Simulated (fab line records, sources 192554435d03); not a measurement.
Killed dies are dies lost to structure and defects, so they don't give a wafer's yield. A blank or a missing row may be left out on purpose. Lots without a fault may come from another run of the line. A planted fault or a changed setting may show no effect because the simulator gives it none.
Split-lot experiment | flow n5_finfet | 7 lots, 21 wafers read, on a route of 1938 steps

THE SPLIT
At N5_BEOL_M3_ETCH_64 (etches SOC in N2/H2, target depth 75 nm, overetch 15 nm, time 112.5 s), the setting time_s was moved away from the recipe's 112.5 s on 10 of the 21 wafers read, by -11.2% to +15.6%. The other wafers ran this setting at the recipe's value.

FROM THE SPLIT TO THE READING: what the file shows between them, 3 steps
- N5_BEOL_M3_STRIP_65: strips in N2/H2
- N5_BEOL_M3_STRIP_75: strips in N2/H2
- N5_BEOL_M3_STRIP_66: strips in CF4

THE READING
etch.depth_nm (the simulator's own value, which no gauge read), in nm, at N5_BEOL_M3_HM_OPEN_17 (chemistry Cl2/BCl3, target TiN, target depth 20 nm, overetch 6 nm). The file gives no usual value for it. The 11 wafers here that ran the recipe average 19.95 nm, standard deviation 0.16 nm.

wafer  | tool, chamber at the split | time_s as run, s | against the recipe | etch.depth_nm, nm | against lot-mates on the recipe
L079.1 | rie_diel-03, 0             | 130.1            | +15.6%             | 18.42             | -1.62
L079.2 | rie_diel-03, 3             | 130.1            | +15.6%             | 18.35             | -1.69
L079.3 | rie_diel-03, 2             | 112.5            | recipe             | 20.04             | -
L080.3 | rie_diel-03, 2,3           | 99.91            | -11.2%             | 19.89             | no lot-mate on the recipe
L080.4 | rie_diel-03, 0             | 99.91            | -11.2%             | 19.9              | no lot-mate on the recipe
L080.6 | rie_diel-03, 2,3           | 99.91            | -11.2%             | 19.92             | no lot-mate on the recipe
L082.2 | rie_diel-03, 1             | 112.5            | recipe             | 19.7              | -
L082.3 | rie_diel-03, 0             | 125.2            | +11.3%             | 18.72             | -0.98
L082.4 | rie_diel-03, 3             | 125.2            | +11.3%             | 18.83             | -0.87
L081.1 | rie_diel-03, 1             | 112.5            | recipe             | 19.8              | -
L081.4 | rie_diel-03, 0             | 112.5            | recipe             | 19.8              | -
L081.6 | rie_diel-03, 2             | 125.8            | +11.8%             | 18.56             | -1.24
L088.3 | rie_diel-05, 3             | 112.5            | recipe             | 19.75             | -
L088.4 | rie_diel-05, 0             | 112.5            | recipe             | 20.03             | -
L088.6 | rie_diel-05, 0             | 125.6            | +11.6%             | 18.51             | -1.38
L097.4 | rie_diel-03, 2             | 112.5            | recipe             | 19.89             | -
L097.5 | rie_diel-03, 1             | 129.5            | +15.1%             | 18.27             | -1.66
L097.6 | rie_diel-03, 2             | 112.5            | recipe             | 19.97             | -
L096.1 | rie_diel-03, 3,1           | 112.5            | recipe             | 20.07             | -
L096.5 | rie_diel-03, 3,1           | 112.5            | recipe             | 20.11             | -
L096.6 | rie_diel-03, 2             | 112.5            | recipe             | 20.25             | -
Where a row lists several chambers, the file gives one row for several wafers and doesn't say which wafer went through which chamber.

THE FIT
A straight line over all 21 wafers: etch.depth_nm changes by -0.0713 nm for each +1% of time_s; r = -0.87; the points scatter about the line by 0.36 nm.
The same after taking each lot's own level away (the mean of its wafers on the recipe; 18 wafers): -0.103 nm for each +1%; r = -0.99; scatter 0.12 nm.
On that fit, the largest move of time_s shifts the reading by 1.6 nm.
The lots' own levels span 19.700 to 20.143 nm, that is 2.7 times the standard deviation above.
So the lot-to-lot level changes the slope: the two fits differ.
Check: with one of the wafers moved furthest among these (+15.6%) left out of the fit, the line predicts -1.61 nm for it against its lot-mates. It came out at -1.62 nm against them.

THE WHOLE CHAIN: every reading that the file lists as answering this split, in the file's order
step                  | what it does                                                          | reading                                                                          | change (the file's fit)                | r (the file's)
N5_BEOL_M3_ETCH_64    | etches SOC in N2/H2, target depth 75 nm, overetch 15 nm, time 112.5 s | SiARC_of_BEOL_M3_COAT_62.thk_nm (the simulator's own value, which no gauge read) | -0.0557 nm for each +1% of the setting | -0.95
N5_BEOL_M3_HM_OPEN_17 | chemistry Cl2/BCl3, target TiN, target depth 20 nm, overetch 6 nm     | etch.depth_nm (the simulator's own value, which no gauge read)                   | -0.105 nm for each +1% of the setting  | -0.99

THE FILE'S OWN FIT
etch.depth_nm changes by -0.105 nm for each +1% of time_s, r = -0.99.
